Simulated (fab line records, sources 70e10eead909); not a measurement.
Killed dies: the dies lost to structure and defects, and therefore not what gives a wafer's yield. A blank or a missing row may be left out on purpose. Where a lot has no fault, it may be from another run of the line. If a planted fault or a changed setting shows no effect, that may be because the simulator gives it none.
Matching of chambers | flow nandHarc | aldMetal-04 running NHARC_A_BLC_ALD_23: 4 sister chambers
The step deposits TiN, target thk 3 nm, pulse time 1 s, ald cycles 150. 4 wafers are shown with their chamber, then 7 later ones without.

== EACH WAFER AND ITS CHAMBER ==
wafer  | chamber | heaterPowerW (W)
L089.4 | 0       | 907
L087.2 | 3       | 1043
L090.3 | 2       | 966
L090.5 | 1       | 1002

== WAFERS WITHOUT THEIR CHAMBER ==
wafer  | heaterPowerW (W)
L090.6 | 884
L091.1 | 1050
L091.3 | 997
L091.4 | 902
L093.3 | 999
L093.4 | 894
L093.6 | 981

== THE CHAMBER EACH PASSED THROUGH ==
wafer  | from the rows above     | in truth
L090.6 | 0                       | 0
L091.1 | 3                       | 3
L091.3 | 1                       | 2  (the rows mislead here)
L091.4 | 0                       | 0
L093.3 | 1                       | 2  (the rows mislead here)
L093.4 | 0                       | 0
L093.6 | can't be placed: 2 or 1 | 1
Correctly placed: 4 of 7. These rows do not allow placing 1 (true chamber among the candidates in 1). 2 placed wrongly.
How it was worked out, from the rows above alone: a wafer's distance from a chamber is the root of the sum, over the readings, of the square of ((its reading less the chamber's mean) divided by the reading's scatter). If the next closest chamber is less than 2 further off than the closest, the wafer can't be placed; otherwise it belongs to the closest. The mean given for a chamber averages the wafers shown for that chamber. The scatter: root of mean squared gap, hidden wafer to nearest shown wafer, with one shown wafer a chamber.
